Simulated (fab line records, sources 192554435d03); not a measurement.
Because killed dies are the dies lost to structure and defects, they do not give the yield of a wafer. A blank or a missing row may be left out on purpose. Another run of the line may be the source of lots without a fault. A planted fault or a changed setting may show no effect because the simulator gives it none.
fab line records    flow n5-finfet    part 1 of 2: steps 1 to 15 of 16
record: lots: 7  wafers: 21  last-day: 21
route steps=1938 shown SD_EPI_N@276 BEOL_M4@1111 PASSIVATION@1936
lots untouched by any fault: they come from a run of this same line in which no faults occurred
start-h: start of the lot's first displayed wafer, in hours after the record's first day    wait-h: how many hours have passed since the lot's step before this one    " as in the row above    L1.1+2: one row covering several wafers at once    - no value, or no start was given    * or withheld: withheld    < > ~ a bound
route shown NAME@n: names a module that has steps shown in the file, with the first one's number in the route    usual: mean/standard deviation of fault-free wafers    same: alike in all rows    chamber/n: place in a boat    sites: each site's reading    _std_site: standard deviation of those values    _edge_site: mean of outer sites minus mean of inner sites    radius-mm: how far each site lies from the wafer's centre    mask NAME#n: copy n    behind: tool/chamber where the wafer was last shaped    hold: the reason the lot was held/the length of the hold in hours/how it ended    device: which transistor (n, p or np) failed to switch    end of line: the tests these same wafers got at the end of their route    step lacking rows: just its recipe    killed: not the wafer's yield, but the dies lost to structure and defects at the first sort    map: shows each die of a wafer: x if killed, . if not, _ if none is there
set.NAME: the run value of the setting; set.NAME@STEP: its run value at that earlier step    model.NAME: the simulator's own value behind a step, which no gauge read
certain route steps with their lots: each step a table, each wafer a row
services: from which hour (start-h, from the record's first day; less than 0 if before it) a tool's chamber was out of use, for how many hours, and why
== steps ==
step: N5_SD_EPI_N_STRIP_36
recipe: chemistry: N2/H2  temp-c: 40  n2-flow-sccm: 200  h2-flow-sccm: 200  rf-frequency-hz: 6e+07
step: N5_SD_EPI_N_ETCHBACK_44
recipe: chemistry: CH3F/O2  mode: anisotropic-etchback  target: SiNx  target-depth-a: 145  stop-on: SiO2  over-etch-frac: 0.3  ion-energy-ev: 120  pressure-mtorr: 30  source-w: 395  bias-w: 73  Ar_flow_sccm: 150  CH3F_flow_sccm: 30  O2_flow_sccm: 20
step: N5_SD_EPI_N_ETCH_45
recipe: chemistry: CH3F/O2  target: SiOCN  target-depth-a: 60  mask-material: SOC  ion-energy-ev: 60  bias-w: 29  pressure-mtorr: 15  source-w: 410  Ar_flow_sccm: 150  CH3F_flow_sccm: 30  O2_flow_sccm: 20
usual: chamber-pressure-mTorr: 15.001/0.013  drypump-motor-current-A: 6.0/0.4  oes-product-au: 0.80/0.091  rf-vpp-V: 127.8/1.1  showerhead-plenum-p-Torr: 2.02/0.077  throttle-valve-pct: 23.20/0.25
lot.wafer  tool         chamber  start-h  wait-h  chamber-pressure-mTorr  drypump-motor-current-A  oes-product-au  rf-hours-counter-h  rf-vpp-V  showerhead-plenum-p-Torr  throttle-valve-pct
L627.2     rie-diel-01  1        55.04    0.1     15.001                  6.0                      0.71            194                 127.2     1.96                      23.50
L627.3     "            0        "        "       15.002                  6.2                      0.86            37                  129.0     2.14                      23.34
L627.6     "            3        "        "       15.015                  6.4                      0.76            -                   127.7     1.99                      22.81
L628.1     rie-diel-05  2        60.22    0.1     14.990                  5.7                      0.95            7                   128.4     2.03                      22.94
L628.3     "            3        "        "       14.970                  6.7                      0.72            243                 126.1     1.89                      23.44
L628.4     "            1        "        "       14.993                  6.2                      0.69            240                 126.1     1.88                      23.63
L638.1     rie-diel-05  0        126.46   0.1     14.994                  5.7                      0.85            39                  129.6     2.12                      22.96
L638.2     "            2        "        "       15.009                  5.7                      0.89            24                  127.4     2.02                      22.96
L638.4     "            0        "        "       15.015                  5.7                      0.84            -                   127.5     2.12                      22.95
L639.3     rie-diel-05  0        130.29   0.1     14.997                  5.7                      0.84            41                  129.1     2.12                      22.97
L639.4     "            2        "        "       15.027                  5.8                      0.90            -                   128.8     2.02                      23.00
L639.5     "            0        "        "       14.977                  5.7                      0.85            -                   127.9     2.12                      22.98
L640.2     rie-diel-01  2        133.45   0.1     14.989                  5.5                      0.75            155                 128.2     2.00                      23.02
L640.3     "            0        "        "       15.041                  6.2                      0.83            56                  130.1     2.13                      23.35
L640.4     "            1        "        "       15.001                  5.9                      0.69            213                 126.5     1.96                      23.51
L641.3     rie-diel-01  1        140.04   0.1     14.996                  6.0                      0.69            216                 128.1     1.96                      23.52
L641.4     "            0        "        "       14.994                  6.2                      0.83            58                  127.4     2.13                      23.35
L641.6     "            2        "        "       14.985                  5.5                      0.75            -                   127.9     1.99                      23.02
L648.2     rie-diel-05  1        181.57   0.1     15.015                  6.2                      0.94            15                  127.8     2.12                      23.51
L648.3     "            3        "        "       14.994                  6.7                      0.88            24                  127.9     2.13                      23.25
L648.4     "            0        "        "       14.981                  5.7                      0.80            60                  130.4     2.11                      22.98
step: N5_SD_EPI_N_ETCH_16
recipe: chemistry: CHF3/O2  target: SiO2  target-depth-a: 50  mask-material: SOC  pressure-mtorr: 30  source-w: 650  bias-w: 170  Ar_flow_sccm: 200  CHF3_flow_sccm: 50  O2_flow_sccm: 5  ion-energy-ev: 200
usual: chamber-pressure-mTorr: 30.002/0.026  drypump-motor-current-A: 6.0/0.4  oes-product-au: 0.80/0.091  rf-vpp-V: 527/15  showerhead-plenum-p-Torr: 2.44/0.089  throttle-valve-pct: 18.79/0.22
lot.wafer  tool         chamber  start-h  wait-h  chamber-pressure-mTorr  drypump-motor-current-A  oes-product-au  rf-hours-counter-h  rf-vpp-V  showerhead-plenum-p-Torr  throttle-valve-pct
L627.2     rie-diel-01  1        55.14    0.1     30.003                  5.9                      0.71            194                 532       2.38                      19.01
L627.3     "            0        "        "       30.010                  6.2                      0.88            37                  519       2.58                      18.86
L627.6     "            3        "        "       30.052                  6.4                      0.77            -                   535       2.41                      18.59
L628.1     rie-diel-05  2        60.32    0.1     29.957                  5.8                      0.95            7                   526       2.45                      18.54
L628.3     "            3        "        "       29.991                  6.7                      0.72            243                 515       2.29                      19.06
L628.4     "            1        "        "       30.038                  6.2                      0.68            240                 545       2.28                      19.19
L638.1     rie-diel-05  0        126.56   0.1     29.989                  5.7                      0.84            39                  510       2.55                      18.51
L638.2     "            2        "        "       29.981                  5.8                      0.91            24                  526       2.44                      18.57
L638.4     "            0        "        "       29.971                  5.7                      0.85            -                   509       2.55                      18.51
L639.3     rie-diel-05  0        130.39   0.1     30.006                  5.7                      0.84            41                  508       2.55                      18.52
L639.4     "            2        "        "       30.033                  5.8                      0.89            -                   526       2.44                      18.54
L639.5     "            0        "        "       30.044                  5.7                      0.84            -                   509       2.55                      18.51
L640.2     rie-diel-01  2        133.55   0.1     29.986                  5.5                      0.75            155                 535       2.41                      18.75
L640.3     "            0        "        "       29.945                  6.2                      0.83            56                  517       2.57                      18.88
L640.4     "            1        "        "       30.009                  6.0                      0.70            213                 531       2.37                      19.04
L641.3     rie-diel-01  1        140.14   0.1     29.950                  5.9                      0.69            216                 531       2.37                      19.06
L641.4     "            0        "        "       30.031                  6.2                      0.83            58                  516       2.57                      18.89
L641.6     "            2        "        "       29.978                  5.6                      0.75            -                   537       2.41                      18.73
L648.2     rie-diel-05  1        181.67   0.1     29.958                  6.2                      0.94            15                  554       2.56                      18.89
L648.3     "            3        "        "       30.009                  6.7                      0.89            24                  526       2.57                      18.75
L648.4     "            0        "        "       30.020                  5.7                      0.82            60                  508       2.54                      18.55
step: N5_SD_EPI_N_STRIP_47
recipe: chemistry: CHF3/O2  resist: SiARC  rf-frequency-hz: 6e+07
step: N5_SD_EPI_N_SD_RECESS_17
recipe: chemistry: HBr/Cl2/O2  target-depth-a: 410  mask-material: SOC  time-s: 23.7  bt-time-s: 3  pressure-mtorr: 10  icp-w: 800  bias-w: 112  HBr_flow_sccm: 150  Cl2_flow_sccm: 80  O2_flow_sccm: 12
usual: chamber-pressure-mTorr: 10.000/0.0086  drypump-motor-current-A: 5.9/0.41  oes-product-au: 0.996/0.018  throttle-valve-pct: 37.1/0.38
same: time-s: 23.7
lot.wafer  tool       chamber  start-h  wait-h  chamber-pressure-mTorr  drypump-motor-current-A  oes-product-au  rf-hours-counter-h  throttle-valve-pct
L627.2     rie-si-02  0        55.21    0.0     9.992                   6.3                      1.003           118                 37.5
L627.3     "          3        "        "       9.987                   5.4                      1.031           146                 37.3
L627.6     "          3        "        "       9.997                   5.4                      1.019           -                   37.3
L628.1     rie-si-03  3        60.39    0.0     10.013                  5.4                      1.008           122                 37.0
L628.3     "          1        "        "       10.021                  5.5                      1.008           3                   37.2
L628.4     "          2        "        "       10.010                  5.8                      0.966           68                  36.9
L638.1     rie-si-02  1        126.63   0.0     10.004                  6.0                      0.999           67                  37.1
L638.2     "          0        "        "       9.993                   6.3                      1.013           120                 37.5
L638.4     "          2        "        "       10.004                  5.8                      0.994           -                   37.0
L639.3     rie-si-02  0        130.46   0.0     9.999                   6.2                      0.995           120                 37.5
L639.4     "          1        "        "       10.005                  6.0                      0.995           67                  37.1
L639.5     "          2        "        "       9.997                   5.8                      0.993           -                   37.0
L640.2     rie-si-03  2        133.62   0.0     9.998                   5.8                      0.970           70                  36.9
L640.3     "          3        "        "       9.996                   5.4                      1.009           123                 37.0
L640.4     "          2        "        "       10.008                  5.8                      0.969           -                   36.9
L641.3     rie-si-02  2        140.21   0.0     9.993                   5.8                      0.987           3                   36.9
L641.4     "          3        "        "       10.007                  5.4                      1.033           147                 37.3
L641.6     "          3        "        "       9.996                   5.4                      1.027           -                   37.4
L648.2     rie-si-01  0        181.74   0.0     9.994                   5.8                      0.983           150                 36.4
L648.3     "          2        "        "       9.998                   6.1                      0.979           64                  36.9
L648.4     "          3        "        "       10.006                  6.2                      0.984           79                  37.9
step: N5_SD_EPI_N_STRIP_38
recipe: chemistry: N2/H2  power-w: 1000  temp-c: 250  h2-frac: 0.65  overash-fraction: 0.3  pressure-mtorr: withheld  n2-flow-sccm: 1750  h2-flow-sccm: 3250
usual: drypump-motor-current-A: 6.0/0.3  heater-power-w: 311/13  n2-flow-sccm: 1749/5  oes-product-au: 0.763/0.01
same: overash-fraction: 0.3
lot.wafer  tool             chamber  start-h  wait-h  drypump-motor-current-A  heater-power-w  n2-flow-sccm  oes-product-au  rf-hours-counter-h
L627.2     plasma-asher-01  1        55.30    0.1     5.7                      338             1746          0.768           57
L627.3     "                0        "        "       6.2                      311             1756          0.776           -
L627.6     "                1        "        "       5.7                      334             1748          0.765           -
L628.1     plasma-asher-02  0        60.49    0.1     5.7                      302             1748          0.744           51
L628.3     "                0        "        "       5.7                      302             1745          0.746           -
L628.4     "                1        "        "       6.4                      320             1749          0.777           -
L638.1     plasma-asher-01  1        126.72   0.1     5.7                      333             1753          0.763           71
L638.2     "                0        "        "       6.2                      308             1744          0.760           71
L638.4     "                1        "        "       5.7                      331             1757          0.745           -
L639.3     plasma-asher-01  1        130.58   0.1     5.8                      342             1750          0.769           -
L639.4     "                0        "        "       6.2                      315             1743          0.751           -
L639.5     "                0        "        "       6.2                      313             1744          0.752           -
L640.2     plasma-asher-01  1        133.71   0.1     5.7                      328             1746          0.761           72
L640.3     "                1        "        "       5.7                      328             1751          0.760           -
L640.4     "                0        "        "       6.3                      314             1758          0.753           -
L641.3     plasma-asher-02  1        140.32   0.1     6.4                      309             1744          0.784           -
L641.4     "                0        "        "       5.7                      306             1738          0.758           -
L641.6     "                1        "        "       6.4                      304             1761          0.774           -
L648.2     plasma-asher-01  1        181.83   0.1     5.8                      333             1752          0.763           84
L648.3     "                0        "        "       6.2                      308             1750          0.761           -
L648.4     "                1        "        "       5.7                      331             1748          0.763           -
step: N5_SD_EPI_N_WET_ETCH_43
recipe: chemistry: dHF  dilution: withheld  time-s: 14  target: SiO2  target-depth-a: 15  temp-c: 25
step: N5_SD_EPI_N_STRIP_18
recipe: chemistry: SPM  time-s: 750  temp-c: 130  h2so4-h2o2-vol-ratio: 4
step: N5_SD_EPI_N_SRD_20
recipe: dry: ipa-marangoni  do-ppb: 5  time-s: 30  temp-c: 23  rinse-liquid: diw
step: N5_SD_EPI_N_PRECLEAN_48
recipe: chemistry: NF3:NH3  afs-cycles: 2  temp-c: 30  time-s: 20  sublimation-temp-c: 180  sublimation-time-s: 60  pressure-torr: 3  rf-power-w: 30
step: N5_SD_EPI_N_VAPOR_ETCH_50
recipe: chemistry: HCl  target: Si  temp-c: 775  time-s: 54  pressure-torr: 20  mode: isotropic
usual: throttle-valve-pct: 12.0/0.37
same: time-s: 54
lot.wafer  tool          chamber  start-h  wait-h  throttle-valve-pct
L627.2     epi-rpcvd-01  0        56.05    0.3     11.8
L627.3     "             0        "        "       12.0
L627.6     "             0        "        "       12.0
L628.1     epi-rpcvd-01  0        61.20    0.3     11.9
L628.3     "             0        "        "       12.0
L628.4     "             0        "        "       11.9
L638.1     epi-rpcvd-02  0        127.43   0.3     12.6
L638.2     "             0        "        "       12.4
L638.4     "             0        "        "       12.3
L639.3     epi-rpcvd-03  0        131.33   0.2     11.6
L639.4     "             0        "        "       11.4
L639.5     "             0        "        "       11.4
L640.2     epi-rpcvd-01  0        134.68   0.3     11.7
L640.3     "             0        "        "       12.0
L640.4     "             0        "        "       11.9
L641.3     epi-rpcvd-02  0        141.08   0.2     12.4
L641.4     "             0        "        "       12.4
L641.6     "             0        "        "       12.5
L648.2     epi-rpcvd-03  0        182.57   0.3     11.7
L648.3     "             0        "        "       11.5
L648.4     "             0        "        "       11.4
step: N5_SD_EPI_N_EPI_21
recipe: material: Si:P  dopant: P  temp-c: 680  pressure-torr: 255  time-s: 690
usual: chamber-pressure-Torr: 255.0/0.52  epi-growth-time-s: 690/0  time-s: 690/0
lot.wafer  tool          chamber  start-h  wait-h  chamber-pressure-Torr  epi-growth-time-s  time-s
L627.2     epi-rpcvd-01  0        56.48    0.4     255.7                  690                690
L627.3     "             0        "        "       255.2                  690                690
L627.6     "             0        "        "       255.4                  690                690
L628.1     epi-rpcvd-01  0        61.38    0.1     255.1                  690                690
L628.3     "             0        "        "       254.8                  690                690
L628.4     "             0        "        "       254.6                  690                690
L638.1     epi-rpcvd-02  -        127.61   0.1     -                      -                  -
L638.2     "             -        "        "       -                      -                  -
L638.4     "             -        "        "       -                      -                  -
L639.3     epi-rpcvd-03  -        132.01   0.7     -                      -                  -
L639.4     "             -        "        "       -                      -                  -
L639.5     "             -        "        "       -                      -                  -
L640.2     epi-rpcvd-01  -        135.11   0.4     -                      -                  -
L640.3     "             -        "        "       -                      -                  -
L640.4     "             -        "        "       -                      -                  -
L641.3     epi-rpcvd-02  0        141.76   0.7     254.0                  690                690
L641.4     "             0        "        "       254.4                  690                690
L641.6     "             0        "        "       253.8                  690                690
L648.2     epi-rpcvd-03  0        183.00   0.4     255.4                  690                690
L648.3     "             0        "        "       254.8                  690                690
L648.4     "             0        "        "       255.3                  690                690
step: N5_SD_EPI_N_PRECLEAN_24
recipe: chemistry: O3/DIW  time-s: 60  temp-c: 22  o3-ppm: 10
step: N5_BEOL_M4_RC_MEAS_101
usual: DIBL_N: 37.7/2  DIBL_P: 37.7/2.3  IOFF_N: 0.18/0.039  IOFF_P: 0.23/0.042  ION_N: 681/12  ION_P: 463/8  SS_N: 71.9/0.68  SS_P: 73.6/0.71  VT_N: 248/3.2  VT_P: -249/3.1
lot.wafer  tool       chamber  start-h  wait-h  DIBL_N[mV/V]  DIBL_P[mV/V]  IOFF_N[nA/um]  IOFF_P[nA/um]  ION_N[uA/um]  ION_P[uA/um]  SS_N[mV/dec]  SS_P[mV/dec]  VT_N[mV]  VT_P[mV]
L628.1     prober-02  0        264.92   0.0     37.5          35.6          0.14           0.20           668           467           72.1          73.1          252       -249
L628.3     "          0        "        "       40.2          37.2          0.20           0.23           686           463           73.0          73.9          248       -249
L628.4     "          0        "        "       40.6          40.5          0.21           0.28           684           467           72.9          74.7          243       -247
L627.2     prober-01  0        274.08   0.2     36.4          34.7          0.17           0.20           700           469           71.9          72.9          246       -253
L627.3     "          0        "        "       37.5          35.6          0.19           0.20           681           456           71.8          73.0          245       -250
L627.6     "          0        "        "       35.1          33.7          0.15           0.19           683           466           71.0          72.4          248       -251
L641.3     prober-01  0        345.19   0.3     37.6          36.5          0.16           0.22           693           475           71.9          73.1          250       -250
L641.4     "          0        "        "       35.9          34.4          0.13           0.18           675           466           71.2          72.1          249       -254
L641.6     "          0        "        "       38.6          37.3          0.16           0.22           673           465           72.0          74.1          249       -251
L648.2     prober-02  0        389.25   0.2     33.0          31.6          0.11           0.16           654           450           70.5          72.0          255       -252
L648.3     "          0        "        "       36.0          36.1          0.16           0.22           661           457           71.9          74.1          248       -250
L648.4     "          0        "        "       35.5          35.9          0.17           0.21           680           470           71.7          72.5          249       -246
== key ==
first-sign: step: N5_SD_EPI_N_EPI_21  reading: tool-record  direction: missing
effect: step: N5_PASSIVATION_PROBE_49  reading: killed-at-front-end  direction: up  sigmas: 99+  usual: 40  struck: 1113
more-kills-born-at: N5_SD_EPI_N_EPI_21@epi-rpcvd-02: 3265  N5_SD_EPI_N_EPI_21@epi-rpcvd-03: 3215  N5_SD_EPI_N_EPI_21@epi-rpcvd-01: 3210
met-at N5_SD_EPI_N_EPI_21
struck-wafers L638.1,L638.2,L638.4,L639.3,L639.4,L639.5,L640.2,L640.3,L640.4
later-rows-left-out L638.1,L638.2,L638.4,L639.3,L639.4,L639.5,L640.2,L640.3,L640.4
onset-between 61.38 127.61
fault: kind: skipped-step-whole  tool: epi-rpcvd-01,epi-rpcvd-02,epi-rpcvd-03  chamber: -  onset-h: 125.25  steps: N5_SD_EPI_N_EPI_21  scope: struck-lots-only
later-rows-left-out: the simulator's readings of these wafers behind a module that went badly wrong aren't trusted and aren't shown, but for the sort
